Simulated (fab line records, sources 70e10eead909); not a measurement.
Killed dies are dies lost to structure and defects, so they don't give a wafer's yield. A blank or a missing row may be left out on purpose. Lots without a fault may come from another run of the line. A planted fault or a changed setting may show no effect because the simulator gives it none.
Tool commonality check | flow nand_harc | 13 lots, 39 wafers sampled

WHY IT WAS OPENED
At NHARC_P_ZERO_WELL_CD_MEAS_52 the reading cd_nm is flagged on 1 of 13 lots. Wafers without a fault read 1998.8 nm, standard deviation 2.9.
Rule: a lot is flagged when every wafer of it that has a number lies more than 4 standard deviations from that mean, or none has a number. The other lots count as sound.

lot  | measured     | on        | cd_nm (nm), wafer by wafer | flag
L620 | day 2 12:00  | cd_sem-01 | 1999.1 2002.2 1997.1       |
L621 | day 2 21:48  | cd_sem-02 | 1994.4 1991.7 1995.7       |
L622 | day 3 07:36  | cd_sem-01 | 1998.9 2004.5 1996.1       |
L625 | day 4 17:37  | cd_sem-03 | 2000.3 1994.7 2004.2       |
L626 | day 4 23:42  | cd_sem-01 | 2005.6 2000.3 1999.3       |
L627 | day 5 10:16  | cd_sem-03 | 1999.3 1996.0 1995.5       |
L628 | day 5 19:38  | cd_sem-01 | 1996.0 1997.8 1998.0       |
L629 | day 6 05:53  | cd_sem-03 | 1906.4 1904.3 1907.3       | FLAGGED
L630 | day 6 15:45  | cd_sem-01 | 2000.0 1995.9 1999.9       |
L639 | day 10 09:47 | cd_sem-03 | 1998.8 2003.7 1996.6       |
L640 | day 10 21:20 | cd_sem-02 | 2000.0 1998.7 1996.3       |
L641 | day 11 05:37 | cd_sem-03 | 2004.4 2001.9 2003.7       |
L642 | day 11 15:41 | cd_sem-02 | 2001.7 2003.2 1999.3       |
The numbers of the flagged lots are 1906.0 nm on average: -92.8 nm against the usual, or -32 standard deviations.

WHICH TOOL RAN EACH LOT
The record holds 1 process step before the reading, out of a route of 1302 steps. In each cell: the tool, then ch and the chambers that the sampled wafers went through, then the start.
lot  | flag    | NHARC_P_ZERO_WELL_EXPOSE_49
L620 |         | krf_scanner-04 ch 0, day 2 11:50
L621 |         | krf_scanner-03 ch 0, day 2 21:38
L622 |         | krf_scanner-02 ch 0, day 3 07:26
L625 |         | krf_scanner-04 ch 0, day 4 17:27
L626 |         | krf_scanner-04 ch 0, day 4 23:32
L627 |         | krf_scanner-04 ch 0, day 5 10:06
L628 |         | krf_scanner-02 ch 0, day 5 19:29
L629 | FLAGGED | krf_scanner-04 ch 0, day 6 05:44
L630 |         | krf_scanner-02 ch 0, day 6 15:35
L639 |         | krf_scanner-04 ch 0, day 10 09:38
L640 |         | krf_scanner-04 ch 0, day 10 21:11
L641 |         | krf_scanner-04 ch 0, day 11 05:28
L642 |         | krf_scanner-02 ch 0, day 11 15:31
What these steps do:
- NHARC_P_ZERO_WELL_EXPOSE_49: exposes mask P HVPW, target cd 2000 nm.
- NHARC_P_ZERO_WELL_CD_MEAS_52: target cd 2000 nm.

FLAGGED OVER TOTAL, TOOL BY TOOL (the gauges that took the reading come last)
step                         | tool           | lots run | flagged | share of the flagged lots | sound lots run after its first flagged lot
NHARC_P_ZERO_WELL_EXPOSE_49  | krf_scanner-02 | 4        | 0       | none                      | -
NHARC_P_ZERO_WELL_EXPOSE_49  | krf_scanner-03 | 1        | 0       | none                      | -
NHARC_P_ZERO_WELL_EXPOSE_49  | krf_scanner-04 | 8        | 1       | all                       | 3 (L639,L640,L641)
NHARC_P_ZERO_WELL_CD_MEAS_52 | cd_sem-01      | 5        | 0       | none                      | -
NHARC_P_ZERO_WELL_CD_MEAS_52 | cd_sem-02      | 3        | 0       | none                      | -
NHARC_P_ZERO_WELL_CD_MEAS_52 | cd_sem-03      | 5        | 1       | all                       | 2 (L639,L641)

WHAT THE TABLE ALLOWS
2 rows of the table ran every flagged lot: krf_scanner-04 at NHARC_P_ZERO_WELL_EXPOSE_49, cd_sem-03 at NHARC_P_ZERO_WELL_CD_MEAS_52.
- krf_scanner-04 at NHARC_P_ZERO_WELL_EXPOSE_49: 1 of its 8 lots flagged. Sound lots ran on it after the first flagged one (L639, L640, L641), which a lasting fault on the whole tool wouldn't allow.
- cd_sem-03 at NHARC_P_ZERO_WELL_CD_MEAS_52: 1 of its 5 lots flagged. Sound lots ran on it after the first flagged one (L639, L641), which a lasting fault on the whole tool wouldn't allow.
No row of the table ran every flagged lot and no sound lot after the first.

WHAT THE SIMULATOR HAD PUT IN
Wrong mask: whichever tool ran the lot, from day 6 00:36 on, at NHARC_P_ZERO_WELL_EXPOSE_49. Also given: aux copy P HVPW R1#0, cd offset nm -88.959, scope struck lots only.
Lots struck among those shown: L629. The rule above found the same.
